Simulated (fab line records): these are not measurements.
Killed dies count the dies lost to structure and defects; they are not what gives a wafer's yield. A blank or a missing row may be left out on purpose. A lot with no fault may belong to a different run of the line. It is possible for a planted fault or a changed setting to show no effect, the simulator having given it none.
2 desks looking at one fault / flow n5Finfet / each desk holds nothing but its own numbers, with what lay behind them at the end

THE DEFECT DESK
Counts from the inspections along the route, per lot, as means over the sampled wafers that have a number. Marked OUT: a lot whose mean sits more than 4 standard deviations from the usual mean, which makes it out of limits; the brackets give that distance.
Columns: A = rawDefectCount at N5_BEOL_M11_INSPECT_13, usual 409
lot=L428; first seen here=day 11 00:59; A=360
lot=L425; first seen here=day 11 07:35; A=306
lot=L426; first seen here=day 11 16:05; A=427
lot=L433; first seen here=day 12 21:58; A=338
lot=L431; first seen here=day 12 22:10; A=292
lot=L432; first seen here=day 12 23:07; A=395
lot=L436; first seen here=day 13 14:31; A=410
lot=L437; first seen here=day 14 01:40; A=382
lot=L439; first seen here=day 14 04:06; A=487
lot=L445; first seen here=day 15 20:35; A=407
lot=L447; first seen here=day 16 06:52; A=531
This desk's finding: nothing out of limits on any of the 11 lots.

THE TOOL OWNER'S DESK: lithoTrack-01
The tool's own readings at N5_BEOL_M11_COAT_59 (time 60 s, resist thk 100 nm): means of the sampled wafers that have a number, for each lot that ran on this tool. Marked OUT: a lot whose mean sits more than 4 standard deviations from the usual mean, which makes it out of limits; the brackets give that distance.
Columns: A = chillPlateTempC at N5_BEOL_M11_COAT_59, usual 22.99 C; B = heaterPowerTotalW at N5_BEOL_M11_COAT_59, usual 500.6 W; C = plateTempC at N5_BEOL_M11_COAT_59, usual 249.98 C
lot=L426; first seen here=day 11 15:40; A=22.95; B=502.6; C=250.12
lot=L436; first seen here=day 13 14:13; A=23.02; B=500.8; C=249.98
lot=L437; first seen here=day 14 01:15; A=23.14; B=466.0 (-19) OUT; C=235.59 (-90) OUT
lot=L439; first seen here=day 14 03:40; A=23.15; B=465.1 (-20) OUT; C=235.78 (-89) OUT
This desk's verdict: out of limits on L437, L439, starting with L437 at day 14 01:15 (heaterPowerTotalW at N5_BEOL_M11_COAT_59). L426, L436: within limits.

PUT TOGETHER
The tool owner's desk had the chance to raise an alarm at day 14 01:15 on L437, L439.
Nothing the defect desk looked at was out of limits.
The defect desk has L437, L439 on record, within its limits.
Of the lots named, all ran N5_BEOL_M11_COAT_59 on lithoTrack-01.

WHAT THE SIMULATOR HAD PUT IN
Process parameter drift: lithoTrack-01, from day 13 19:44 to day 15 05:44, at N5_BEOL_M11_COAT_59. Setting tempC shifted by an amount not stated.
Shown lots that were struck: L437, L439.
Hours from the fault's start to each desk's first reading out of limits: the tool owner's desk, 6.
